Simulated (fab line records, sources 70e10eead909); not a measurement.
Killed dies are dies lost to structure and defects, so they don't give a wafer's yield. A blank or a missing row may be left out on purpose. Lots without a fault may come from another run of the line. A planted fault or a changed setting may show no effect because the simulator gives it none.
Problem report in the 8D (eight disciplines) form, filled by code | flow nand_harc | the parts of the form that need people (team, actions taken, sign-off) are left out

1. THE PROBLEM
cd_nm at NHARC_P_M2_CD_MEAS_09 reads a mean of 177.1 nm on 4 wafers of 2 lots; wafers without a fault read 169.6 nm with a standard deviation of 0.46. That is +16 standard deviations from the usual mean.
The step: target cd 170 nm.
First seen on wafer L329.5, day 10 06:12, on cd_sem-03. The record holds 36 wafers of 12 lots with a number at this step. Rule for "out", or "out of limits": more than 4 standard deviations from the usual mean. The other wafers with a number count as sound.

2. WHAT IT IS AND WHAT IT IS NOT
question                    | is                             | is not
which readings at this step | cd_nm                          | -
which lots                  | L329, L331                     | L315, L316, L317, L319, L320, L321, L322, L332, L335, L338
which wafers of those lots  | L329.5, L331.3, L331.5, L331.6 | L329.1, L329.2
read on which gauges        | cd_sem-01, cd_sem-03           | cd_sem-02
when                        | from day 10 06:12              | up to then (23 sound wafers); but 9 sound wafers of L332, L335, L338 came after

3. SUSPECTS, AND WHAT RULES EACH OUT
Counting: a tool at a process step up to the reading stays a suspect if it ran every lot that is out. Sound lots after the first of them don't rule it out here, since some wafers of a struck lot are sound.
- the gauge at NHARC_P_M2_CD_MEAS_09: ruled out. The wafers that are out were read on 2 gauges (cd_sem-01, cd_sem-03).
- pvd_sputter-02 at NHARC_P_M1_PRE_CLEAN_30 (time 30 s): kept. It ran every lot that is out, first L329 (day 10 04:20); its last sound lot up to then is L322 (day 8 00:23). NHARC_P_M1_PRE_CLEAN_30 gives no start for some lots, so the hours and the order of its lots are those of NHARC_P_M1_CMP_23.
- arfi_scanner-01 at NHARC_P_M2_EXPOSE_06 (exposes mask P M2, target cd 170 nm): kept. It ran every lot that is out, first L329 (day 10 06:04); its last sound lot up to then is L317 (day 6 09:56).
Left after counting: pvd_sputter-02 at NHARC_P_M1_PRE_CLEAN_30, arfi_scanner-01 at NHARC_P_M2_EXPOSE_06.

4. THE CAUSE (what the simulator had put in)
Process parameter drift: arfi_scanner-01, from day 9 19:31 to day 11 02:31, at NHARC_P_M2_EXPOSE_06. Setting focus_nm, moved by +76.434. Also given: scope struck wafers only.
Counting left 2 suspects, and this tool is among them.

5. THE CHAIN OF EFFECTS, in route order
Each row: a reading whose mean over the struck wafers that have a number lies more than 3 standard deviations from the usual. Only readings for which the record gives a usual standard deviation are gone through. hours: the time from each lot's start at the first step in this table that gives one to its start at this step, as a median over the lots. sigmas: the change in usual standard deviations.
hours | step                  | reading | usual    | on struck wafers | change | sigmas
0     | NHARC_P_M2_CD_MEAS_09 | cd_nm   | 169.6 nm | 177.1            | +7.5   | +16
Later measuring or inspecting steps at which every struck wafer that the step has a row for has a number for every such reading, and none has moved that far: NHARC_END_SORT_01.

6. WHAT WOULD HAVE CAUGHT IT SOONER
In this record the first reading out of limits at a measuring or inspecting step was taken at day 10 06:12, 11 hours after the fault began at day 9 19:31.
Of the lots that are out (2), L331 began NHARC_P_M2_EXPOSE_06 on arfi_scanner-01 after day 10 06:12. A hold on the tool at that time would have spared it.
